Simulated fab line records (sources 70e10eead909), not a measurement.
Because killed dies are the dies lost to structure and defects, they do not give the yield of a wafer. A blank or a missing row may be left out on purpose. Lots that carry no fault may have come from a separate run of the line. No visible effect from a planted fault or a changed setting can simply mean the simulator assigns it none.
fab line records + flow nandHarc
record:
- lots: 6
- wafers: 16
- lastDay: 34
route steps=1302 shown P_M2@339 P_BONDPAD@351 END@1302
lots with no fault: from the same line, run without faults
startH: hours from the record's first day to the start of the lot's first wafer shown + waitH: hours elapsed since this lot's preceding step + " repeats the value in the row above + L1.1+2: a single row standing in for several wafers + - no value present, or no start provided + * or withheld: withheld + < > ~ a bound
route shown NAME@n: NAME is a module with steps in the file, n the number in the route of the first one + usual: mean/standard deviation of fault-free wafers + same: alike in all rows + chamber/n: place in a boat + sites: per-site readings + _std_site: how widely they spread, as a standard deviation + _edge_site: outer sites' mean less inner sites' + radiusMm: for every site, how far away it sits from the centre of the wafer + mask NAME#n: copy n + behind: tool/chamber where the wafer was last shaped + hold: the reason the lot was held/the length of the hold in hours/how it ended + device: transistor that didn't switch, given as n, p or np + end of line: tests of these same wafers at the route's end + for a step that has no rows: nothing shown but its recipe + killed: not the wafer's yield, but the dies lost to structure and defects at the first sort + map: per-die view of a wafer (x killed, . not killed, _ where there is no die)
set.NAME: the run value of the setting; set.NAME@STEP: its run value at that earlier step + model.NAME: the simulator's own value behind a step, which no gauge read
lots at selected steps of the route; one table per step, one row per wafer
services: from which hour (startH, from the record's first day; less than 0 if before it) a tool's chamber was out of use, for how many hours, and why
== steps ==
step: NHARC_P_M2_PRE_CLEAN_30
recipe:
- timeS: 30
- tempC: 280
- gas: H2/He
step: NHARC_P_M2_PVD_20
recipe:
- targetThkA: 50
- biasV: 168.6
- powerW: 15000
- chamberPressurePa: 0.12
- timeS: 8.06
- substrateTempC: 50
- material: TaN
step: NHARC_P_M2_PVD_21
recipe:
- targetThkA: 300
- chamberPressurePa: 5
- powerW: 5000
- substrateTempC: 30
- timeS: 20.49
- material: Cu
step: NHARC_P_M2_ECD_22
recipe:
- targetThkA: 4000
- bathTempC: 25
- material: Cu
step: NHARC_P_M2_ANNEAL_31
recipe:
- tempC: 225
- timeS: 90
usual:
- annealTempCMax: 226.49/0.29
- wafer_temp_C_max: 226.7/0.38
| lot.wafer | tool         | chamber | startH | waitH | annealTempCMax | wafer_temp_C_max |
|-----------|--------------|---------|--------|-------|----------------|------------------|
| L470.2    | rtpAnneal-01 | 0       | 208.32 | -     | 226.75         | 227.0            |
| L470.3    | "            | 0       | "      | "     | 226.27         | 226.1            |
| L470.6    | "            | 0       | "      | "     | 226.75         | 226.8            |
| L477.1    | rtpAnneal-02 | 0       | 278.08 | 0.3   | 226.46         | 226.6            |
| L477.4    | "            | 0       | "      | "     | 226.57         | 226.8            |
| L479.1    | rtpAnneal-01 | 0       | 290.07 | 0.3   | 226.89         | 227.1            |
| L479.4    | "            | 0       | "      | "     | 226.16         | 226.4            |
| L482.2    | rtpAnneal-01 | 0       | 319.82 | -     | 226.36         | 226.5            |
| L482.5    | "            | 0       | "      | "     | 226.44         | 226.3            |
| L482.6    | "            | 0       | "      | "     | 226.84         | 226.4            |
| L484.4    | rtpAnneal-02 | 0       | 345.74 | 0.3   | 226.62         | 227.3            |
| L484.5    | "            | 0       | "      | "     | 226.96         | 227.9            |
| L484.6    | "            | 0       | "      | "     | 226.68         | 226.8            |
| L486.1    | rtpAnneal-02 | 0       | 360.58 | 0.4   | 226.55         | 226.4            |
| L486.5    | "            | 0       | "      | "     | 226.36         | 227.0            |
| L486.6    | "            | 0       | "      | "     | 227.12         | 226.9            |
step: NHARC_P_M2_CMP_23
recipe:
- tOverpolishS: 20
- targetThkNm: 144.3
usual:
- motorCurrentA: 12.0/0.91
- padLifeWafers: 180/100
- timeToEndpointS: 29.5/2.2
| lot.wafer | tool   | chamber | startH | waitH | motorCurrentA | padLifeWafers | timeToEndpointS |
|-----------|--------|---------|--------|-------|---------------|---------------|-----------------|
| L470.3    | cmp-02 | 1       | 208.62 | -     | 13.7          | 246           | 28.8            |
| L470.2    | "      | 0       | "      | "     | 13.4          | 249           | 29.5            |
| L470.6    | "      | 2       | "      | "     | 11.8          | -             | 30.7            |
| L477.1    | cmp-04 | 1       | 278.42 | -     | 12.0          | 222           | 30.7            |
| L477.4    | "      | 0       | "      | "     | 11.5          | 225           | 28.9            |
| L479.1    | cmp-03 | 1       | 290.44 | -     | 13.2          | 103           | 30.9            |
| L479.4    | "      | 3       | "      | "     | 11.2          | 105           | 28.0            |
| L482.2    | cmp-04 | 2       | 320.14 | -     | 11.4          | 31            | 29.6            |
| L482.6    | "      | 1       | "      | "     | 10.9          | -             | 32.8            |
| L482.5    | "      | 2       | "      | "     | 12.6          | -             | 30.5            |
| L484.4    | cmp-04 | 1       | 346.01 | -     | 11.5          | 141           | 29.2            |
| L484.5    | "      | 2       | "      | "     | 11.6          | -             | 29.8            |
| L484.6    | "      | 3       | "      | "     | 11.1          | -             | 25.7            |
| L486.1    | cmp-04 | 0       | 360.96 | -     | 11.6          | 193           | 28.7            |
| L486.6    | "      | 3       | "      | "     | 10.9          | -             | 25.8            |
| L486.5    | "      | 0       | "      | "     | 10.9          | -             | 27.8            |
step: NHARC_P_M2_THK_MEAS_24
recipe:
- thkMeasGauge: xrf
usual:
- thkNm: 144.7/1.4
| lot.wafer | tool         | chamber | startH | waitH | thkNm |
|-----------|--------------|---------|--------|-------|-------|
| L470.2    | filmMetro-01 | -       | 208.93 | -     | 143.9 |
| L470.3    | "            | -       | "      | "     | 143.7 |
| L470.6    | "            | -       | "      | "     | 144.3 |
| L477.1    | filmMetro-02 | -       | 278.73 | -     | 145.6 |
| L477.4    | "            | -       | "      | "     | 144.7 |
| L479.1    | filmMetro-01 | -       | 290.73 | -     | 142.7 |
| L479.4    | "            | -       | "      | "     | 144.4 |
| L482.2    | filmMetro-02 | -       | 320.42 | -     | 144.7 |
| L482.5    | "            | -       | "      | "     | 142.2 |
| L482.6    | "            | -       | "      | "     | 145.6 |
| L484.4    | filmMetro-02 | -       | 346.25 | -     | 144.6 |
| L484.5    | "            | -       | "      | "     | 144.2 |
| L484.6    | "            | -       | "      | "     | 145.7 |
| L486.1    | filmMetro-02 | -       | 361.24 | -     | 145.5 |
| L486.5    | "            | -       | "      | "     | 146.7 |
| L486.6    | "            | -       | "      | "     | 144.8 |
step: NHARC_P_M2_SRD_25
step: NHARC_P_M2_INSPECT_27
usual:
- rawDefectCount: 323/120
| lot.wafer | tool             | chamber | startH | waitH | rawDefectCount |
|-----------|------------------|---------|--------|-------|----------------|
| L470.2    | defectInspect-02 | -       | 209.09 | 0.0   | 352            |
| L470.3    | "                | -       | "      | "     | 853            |
| L470.6    | "                | -       | "      | "     | 358            |
| L477.1    | defectInspect-01 | -       | 278.89 | 0.0   | 368            |
| L477.4    | "                | -       | "      | "     | 234            |
| L479.1    | defectInspect-02 | -       | 290.89 | 0.0   | 193            |
| L479.4    | "                | -       | "      | "     | 519            |
| L482.2    | defectInspect-02 | -       | 320.58 | 0.0   | 416            |
| L482.5    | "                | -       | "      | "     | 371            |
| L482.6    | "                | -       | "      | "     | 256            |
| L484.4    | defectInspect-02 | -       | 346.40 | 0.0   | 332            |
| L484.5    | "                | -       | "      | "     | 278            |
| L484.6    | "                | -       | "      | "     | 275            |
| L486.1    | defectInspect-01 | -       | 361.40 | 0.0   | 211            |
| L486.5    | "                | -       | "      | "     | 147            |
| L486.6    | "                | -       | "      | "     | 171            |
step: NHARC_P_M2_PRE_CLEAN_32
recipe:
- timeS: 12
- tempC: 370
- rfPowerW: 300
- gas: NH3
usual:
- heaterPowerW: 617/58
- rfFwdPowerW: 292.6/0.81
| lot.wafer | tool     | chamber | startH | waitH | heaterPowerW | rfFwdPowerW |
|-----------|----------|---------|--------|-------|--------------|-------------|
| L470.2    | pecvd-01 | 2       | 209.16 | 0.1   | 646          | 292.7       |
| L470.3    | "        | 1       | "      | "     | 594          | 291.4       |
| L470.6    | "        | 0       | "      | "     | 518          | 292.1       |
| L477.1    | pecvd-02 | 0       | 278.98 | 0.1   | 569          | 292.8       |
| L477.4    | "        | 1       | "      | "     | 699          | 293.7       |
| L479.1    | pecvd-04 | 1       | 290.98 | 0.1   | 697          | 293.2       |
| L479.4    | "        | 0       | "      | "     | 608          | 291.9       |
| L482.2    | pecvd-02 | 1       | 320.67 | 0.1   | 592          | 290.2       |
| L482.6    | "        | 2       | "      | "     | 580          | 293.1       |
| L482.5    | "        | 0       | "      | "     | 573          | 292.2       |
| L484.5    | pecvd-02 | 0       | 346.51 | 0.1   | 628          | 292.5       |
| L484.4    | "        | 1       | "      | "     | 678          | 292.8       |
| L484.6    | "        | 2       | "      | "     | 637          | 292.0       |
| L486.1    | pecvd-04 | 0       | 361.46 | 0.1   | 590          | 293.1       |
| L486.6    | "        | 0       | "      | "     | 579          | 292.7       |
| L486.5    | "        | 2       | "      | "     | 654          | 293.0       |
step: NHARC_P_M2_DEP_33
recipe:
- targetThkA: 300
- tempC: 370
- targetThkNm: 30
- pressureTorr: 3
- flowSccm: 200
- rfW: 450
- material: SiCN
usual:
- heaterPowerW: 573/56
- rfFwdPowerW: 448.9/1.2
| lot.wafer | tool     | chamber | startH | waitH | heaterPowerW | rfFwdPowerW |
|-----------|----------|---------|--------|-------|--------------|-------------|
| L470.2    | pecvd-01 | 2       | 209.23 | 0.1   | 603          | 451.4       |
| L470.3    | "        | 1       | "      | "     | 599          | 449.8       |
| L470.6    | "        | 0       | "      | "     | 427          | 449.5       |
| L477.1    | pecvd-02 | 0       | 279.12 | 0.1   | 562          | 448.2       |
| L477.4    | "        | 1       | "      | "     | 530          | 449.1       |
| L479.1    | pecvd-04 | 1       | 291.12 | 0.1   | 594          | 448.2       |
| L479.4    | "        | 0       | "      | "     | 553          | 447.3       |
| L482.2    | pecvd-02 | 1       | 320.81 | 0.1   | 605          | 450.9       |
| L482.6    | "        | 2       | "      | "     | 659          | 448.1       |
| L482.5    | "        | 0       | "      | "     | 604          | 450.6       |
| L484.5    | pecvd-02 | 0       | 346.67 | 0.2   | 524          | 449.4       |
| L484.4    | "        | 1       | "      | "     | 599          | 448.9       |
| L484.6    | "        | 2       | "      | "     | 531          | 447.9       |
| L486.1    | pecvd-04 | 0       | 361.54 | 0.1   | 562          | 446.6       |
| L486.6    | "        | 0       | "      | "     | 557          | 447.6       |
| L486.5    | "        | 2       | "      | "     | 562          | 449.2       |
step: NHARC_P_BONDPAD_DEP_00
recipe:
- targetThkA: 2500
- tempC: 370
- targetThkNm: 250
- pressureTorr: 3
- flowSccm: 200
- rfW: 450
- material: SiCN
usual:
- heaterPowerW: 564/58
- rfFwdPowerW: 449.2/1.3
| lot.wafer | tool     | chamber | startH | waitH | heaterPowerW | rfFwdPowerW |
|-----------|----------|---------|--------|-------|--------------|-------------|
| L470.2    | pecvd-04 | 0       | 209.65 | -     | 459          | 446.0       |
| L470.3    | "        | 2       | "      | "     | 513          | 448.7       |
| L470.6    | "        | 0       | "      | "     | 487          | 449.3       |
| L477.1    | pecvd-02 | 0       | 279.43 | -     | 601          | 449.6       |
| L477.4    | "        | 0       | "      | "     | 478          | 448.8       |
| L479.1    | pecvd-02 | 0       | 291.53 | -     | 575          | 447.9       |
| L479.4    | "        | 0       | "      | "     | 572          | 449.9       |
| L482.2    | pecvd-04 | 2       | 321.23 | -     | 534          | 448.2       |
| L482.6    | "        | 0       | "      | "     | 517          | 448.8       |
| L482.5    | "        | 2       | "      | "     | 554          | 448.7       |
| L484.6    | pecvd-01 | 0       | 347.09 | -     | 486          | 450.0       |
| L484.5    | "        | 1       | "      | "     | 601          | 448.5       |
| L484.4    | "        | 2       | "      | "     | 583          | 448.1       |
| L486.1    | pecvd-02 | 2       | 362.01 | -     | 527          | 448.8       |
| L486.6    | "        | 2       | "      | "     | 528          | 447.4       |
| L486.5    | "        | 0       | "      | "     | 514          | 449.6       |
step: NHARC_P_BONDPAD_CMP_32
recipe:
- targetThkNm: 200
- material: SiCN
usual:
- motorCurrentA: 11.9/0.77
- padLifeWafers: 203/110
| lot.wafer | tool   | chamber | startH | waitH | motorCurrentA | padLifeWafers |
|-----------|--------|---------|--------|-------|---------------|---------------|
| L470.3    | cmp-01 | 2       | 210.08 | -     | 12.4          | 79            |
| L470.2    | "      | 0       | "      | "     | 12.1          | 81            |
| L470.6    | "      | 2       | "      | "     | 12.5          | -             |
| L477.1    | cmp-04 | 3       | 279.86 | -     | 11.0          | 235           |
| L477.4    | "      | 1       | "      | "     | 11.1          | 237           |
| L479.1    | cmp-01 | 3       | 291.88 | -     | 12.2          | 13            |
| L479.4    | "      | 0       | "      | "     | 12.2          | 14            |
| L482.2    | cmp-01 | 2       | 321.59 | -     | 12.9          | 134           |
| L482.5    | "      | 0       | "      | "     | 11.8          | -             |
| L482.6    | "      | 1       | "      | "     | 11.8          | -             |
| L484.4    | cmp-04 | 2       | 347.36 | -     | 12.2          | 144           |
| L484.6    | "      | 2       | "      | "     | 11.8          | -             |
| L484.5    | "      | 3       | "      | "     | 10.2          | -             |
| L486.1    | cmp-01 | 1       | 362.37 | -     | 12.3          | 300           |
| L486.6    | "      | 1       | "      | "     | 11.6          | -             |
| L486.5    | "      | 2       | "      | "     | 12.1          | -             |
step: NHARC_P_BONDPAD_THK_MEAS_33
recipe:
- thkMeasGauge: ellipsometry
usual:
- thkNm: 200.7/1.4
| lot.wafer | tool         | chamber | startH | waitH | hold                    | thkNm |
|-----------|--------------|---------|--------|-------|-------------------------|-------|
| L470.2    | filmMetro-01 | -       | 210.31 | 0.2   | -                       | 200.2 |
| L470.3    | "            | -       | "      | "     | -                       | 199.0 |
| L470.6    | "            | -       | "      | "     | -                       | 202.5 |
| L477.1    | filmMetro-02 | -       | 280.08 | 0.2   | awaitDispo/0.2h/release | 136.0 |
| L477.4    | "            | -       | "      | "     | awaitDispo/0.2h/release | 144.5 |
| L477.1    | filmMetro-02 | -       | 280.25 | 0.2   | -                       | 136.8 |
| L477.4    | "            | -       | "      | "     | -                       | 143.2 |
| L479.1    | filmMetro-01 | -       | 292.10 | 0.2   | awaitDispo/0.2h/release | 135.3 |
| L479.4    | "            | -       | "      | "     | awaitDispo/0.2h/release | 137.3 |
| L479.1    | filmMetro-01 | -       | 292.27 | 0.2   | -                       | 134.0 |
| L479.4    | "            | -       | "      | "     | -                       | 137.2 |
| L482.2    | filmMetro-02 | -       | 321.80 | 0.2   | -                       | 201.9 |
| L482.5    | "            | -       | "      | "     | -                       | 202.8 |
| L482.6    | "            | -       | "      | "     | -                       | 198.9 |
| L484.4    | filmMetro-02 | -       | 347.61 | 0.2   | -                       | 200.1 |
| L484.5    | "            | -       | "      | "     | -                       | 200.5 |
| L484.6    | "            | -       | "      | "     | -                       | 199.3 |
| L486.1    | filmMetro-01 | -       | 362.62 | 0.2   | -                       | 200.3 |
| L486.5    | "            | -       | "      | "     | -                       | 200.0 |
| L486.6    | "            | -       | "      | "     | -                       | 200.7 |
step: NHARC_END_SORT_01
recipe:
- tempC: 25
usual:
- defectLimitedYield: 91/3.2
- killedAtArray: 53/21
- killedAtOther: 1.1/1.5
- killedAtPeriphery: 3.9/2.7
- killedDies: 58/21
- killedOpen: 3.4/1.9
- killedShort: 2.3/1.5
same:
- grossDies: 677
| lot.wafer | tool      | chamber | startH | waitH | defectLimitedYield[%] | killedAtArray | killedAtOther | killedAtPeriphery | killedDies | killedOpen | killedShort |
|-----------|-----------|---------|--------|-------|-----------------------|---------------|---------------|-------------------|------------|------------|-------------|
| L470.2    | prober-02 | 0       | 649.01 | 2.8   | 88                    | 76            | 1             | 4                 | 81         | 4          | 1           |
| L470.3    | prober-02 | 0       | 649.81 | 3.1   | 84                    | 98            | 0             | 7                 | 105        | 4          | 1           |
| L470.6    | prober-02 | 0       | 652.21 | 4.0   | 85                    | 96            | 2             | 2                 | 100        | 5          | 2           |
| L479.1    | prober-01 | 0       | 701.01 | 2.5   | 87                    | 85            | 0             | 3                 | 88         | 1          | 3           |
| L479.4    | prober-01 | 0       | 703.39 | 3.4   | 88                    | 76            | 0             | 5                 | 81         | 7          | 1           |
| L477.1    | prober-02 | 0       | 703.64 | 2.5   | 91                    | 61            | 0             | 2                 | 63         | 2          | 3           |
| L477.4    | prober-02 | 0       | 706.05 | 3.4   | 90                    | 61            | 0             | 6                 | 67         | 10         | 0           |
| L484.4    | prober-02 | 0       | 777.41 | 3.4   | 97                    | 18            | 1             | 1                 | 20         | 6          | 2           |
| L484.5    | prober-02 | 0       | 778.21 | 3.7   | 95                    | 26            | 1             | 4                 | 31         | 4          | 4           |
| L484.6    | prober-02 | 0       | 779.02 | 4.0   | 96                    | 20            | 1             | 5                 | 26         | 3          | 4           |
| L486.1    | prober-01 | 0       | 810.59 | 2.5   | 94                    | 37            | 0             | 4                 | 41         | 4          | 1           |
| L486.5    | prober-01 | 0       | 813.76 | 3.7   | 91                    | 53            | 2             | 3                 | 58         | 6          | 2           |
| L486.6    | prober-01 | 0       | 814.55 | 4.0   | 95                    | 34            | 1             | 2                 | 37         | 0          | 1           |
killed by level:class
L470.2 A_SLIT:chamberFilmFlake=32 A_CHANNEL_HOLE_D1:chamberFilmFlake=22 A_CHANNEL_HOLE_D2:chamberFilmFlake=10 A_STAIRCASE:chamberFilmFlake=4 P_M1:chamberFilmFlake=3 A_CHANNEL_FILL_D1:chamberFilmFlake=2 P_CONTACT:geometricParticle:open=1 A_ONON_D1:geometricParticle:open=1
L470.3 A_SLIT:chamberFilmFlake=39 A_CHANNEL_HOLE_D1:chamberFilmFlake=30 A_CHANNEL_HOLE_D2:chamberFilmFlake=19 A_STAIRCASE:chamberFilmFlake=3 A_CONTACT:chamberFilmFlake=3 P_GATE:chamberFilmFlake=2 P_M1:chamberFilmFlake=2 P_GATE:geometricParticle:short=1
L470.6 A_SLIT:chamberFilmFlake=35 A_CHANNEL_HOLE_D1:chamberFilmFlake=28 A_CHANNEL_HOLE_D2:chamberFilmFlake=11 A_STAIRCASE:chamberFilmFlake=7 A_CHANNEL_FILL_D2:chamberFilmFlake=3 A_CONTACT:chamberFilmFlake=3 A_ONON_D2:geometricParticle:open=1 A_ONON_D2:geometricParticle:short=1
L479.1 A_SLIT:chamberFilmFlake=28 A_CHANNEL_HOLE_D2:chamberFilmFlake=25 A_CHANNEL_HOLE_D1:chamberFilmFlake=12 A_CONTACT:chamberFilmFlake=9 A_CHANNEL_FILL_D1:chamberFilmFlake=4 A_SGD_CUT:chamberFilmFlake=2 P_M1:geometricParticle:open=1 A_CHANNEL_FILL_D1:geometricParticle:short=1
L479.4 A_SLIT:chamberFilmFlake=29 A_CHANNEL_HOLE_D2:chamberFilmFlake=14 A_CHANNEL_HOLE_D1:chamberFilmFlake=10 A_CONTACT:chamberFilmFlake=10 P_STI:chamberFilmFlake=3 A_SGD_CUT:chamberFilmFlake=3 P_M0:geometricParticle:open=2 A_CHANNEL_FILL_D1:chamberFilmFlake=2
L477.1 A_CHANNEL_HOLE_D1:chamberFilmFlake=26 A_CHANNEL_HOLE_D2:chamberFilmFlake=22 A_CONTACT:chamberFilmFlake=3 P_M0:chamberFilmFlake=2 A_CHANNEL_FILL_D2:chamberFilmFlake=2 A_SLIT:chamberFilmFlake=2 A_SOURCE_PLATE:geometricParticle:open=1 A_DECK1_JOINT:geometricParticle:short=1
L477.4 A_CHANNEL_HOLE_D1:chamberFilmFlake=25 A_CHANNEL_HOLE_D2:chamberFilmFlake=16 A_SLIT:chamberFilmFlake=5 P_M0:chamberFilmFlake=4 A_WL_FILL:geometricParticle:open=3 A_BONDPAD:chamberFilmFlake=3 A_ONON_D2:geometricParticle:open=2 A_CONTACT:chamberFilmFlake=2
L484.4 A_SLIT:chamberFilmFlake=6 A_CONTACT:chamberFilmFlake=2 P_M0:geometricParticle:open=1 A_SOURCE_PLATE:geometricParticle:open=1 A_DECK1_JOINT:geometricParticle:open=1 A_CHANNEL_FILL_D2:geometricParticle:open=1 A_WL_FILL:geometricParticle:open=1 A_BLC:geometricParticle:open=1
L484.5 A_SLIT:chamberFilmFlake=10 A_CHANNEL_HOLE_D1:unspecified=3 P_STI:chamberFilmFlake=2 A_CHANNEL_FILL_D2:chamberFilmFlake=2 A_STAIRCASE:chamberFilmFlake=2 A_CONTACT:chamberFilmFlake=2 P_CONTACT:geometricParticle:open=1 P_M1:geometricParticle:open=1
L484.6 A_CONTACT:chamberFilmFlake=6 A_SLIT:chamberFilmFlake=4 P_M1:geometricParticle:short=2 A_CHANNEL_HOLE_D1:unspecified=2 P_CONTACT:geometricParticle:open=1 P_M0:geometricParticle:short=1 A_DECK1_JOINT:geometricParticle:short=1 A_CONTACT:geometricParticle:open=1
L486.1 A_CHANNEL_HOLE_D1:chamberFilmFlake=17 A_SLIT:chamberFilmFlake=7 A_CHANNEL_HOLE_D2:chamberFilmFlake=4 A_WL_FILL:geometricParticle:open=2 P_BONDPAD:chamberFilmFlake=2 A_CONTACT:chamberFilmFlake=2 P_CONTACT:geometricParticle:open=1 A_CHANNEL_FILL_D1:geometricParticle:short=1
L486.5 A_CHANNEL_HOLE_D1:chamberFilmFlake=21 A_CHANNEL_HOLE_D2:chamberFilmFlake=10 A_SLIT:chamberFilmFlake=9 A_CONTACT:chamberFilmFlake=4 A_ONON_D1:geometricParticle:open=2 A_M0:geometricParticle:open=2 A_CHANNEL_FILL_D1:chamberFilmFlake=2 P_GATE:geometricParticle:open=1
L486.6 A_CHANNEL_HOLE_D1:chamberFilmFlake=16 A_SLIT:chamberFilmFlake=5 A_STAIRCASE:chamberFilmFlake=4 A_CHANNEL_HOLE_D2:chamberFilmFlake=3 A_CONTACT:chamberFilmFlake=3 P_STI:chamberFilmFlake=2 A_CHANNEL_FILL_D2:geometricParticle:short=1 A_CHANNEL_FILL_D1:chamberFilmFlake=1
== services ==
| tool     | chamber | startH | hours | kind      |
|----------|---------|--------|-------|-----------|
| cmp-01   | -       | 185.50 | 4.0   | pm        |
| cmp-04   | -       | 209.00 | 4.0   | pm        |
| cmp-02   | -       | 212.42 | 1.0   | repair    |
| pecvd-02 | -       | 227.06 | 13.0  | pm        |
| pecvd-02 | 0       | 227.06 | 13.0  | ventCycle |
| pecvd-02 | 1       | 227.06 | 13.0  | ventCycle |
| pecvd-02 | 2       | 227.06 | 13.0  | ventCycle |
| cmp-02   | -       | 232.53 | 4.0   | pm        |
| cmp-04   | -       | 244.11 | 1.4   | repair    |
| pecvd-01 | -       | 249.15 | 0.8   | repair    |
| cmp-04   | -       | 255.96 | 2.2   | repair    |
| pecvd-04 | -       | 257.48 | 0.5   | repair    |
| pecvd-04 | 2       | 258.07 | 5.4   | repair    |
| cmp-04   | -       | 260.28 | 0.2   | repair    |
| cmp-03   | -       | 260.79 | 4.0   | pm        |
| pecvd-04 | -       | 269.26 | 13.0  | pm        |
| cmp-02   | -       | 276.09 | 0.4   | repair    |
| cmp-01   | -       | 283.50 | 4.0   | pm        |
| pecvd-04 | -       | 297.73 | 1.1   | repair    |
| cmp-04   | -       | 307.00 | 4.0   | pm        |
| pecvd-01 | -       | 311.00 | 13.0  | pm        |
| cmp-01   | -       | 312.56 | 1.2   | repair    |
| cmp-02   | -       | 330.53 | 4.0   | pm        |
| cmp-03   | -       | 358.79 | 4.0   | pm        |
== key ==
firstSign:
- step: NHARC_P_BONDPAD_THK_MEAS_33
- reading: visit
- direction: added
effect:
- step: NHARC_P_BONDPAD_THK_MEAS_33
- reading: thkNm
- direction: down
- sigmas: 44
- usual: 200.7
- struck: 138.3
metAt NHARC_P_BONDPAD_DEP_00
struckWafers L477.1,L477.4,L479.1,L479.4
fault:
- kind: processParameterDrift
- tool: pecvd-02
- chamber: -
- onsetH: 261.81
- steps: NHARC_P_BONDPAD_DEP_00
- channel: targetThkNm
- offset: -110.75
- shape: step
- endH: 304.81
- scope: struckWafersOnly
- actsIn: theseRecipesOnly
- stated: 250
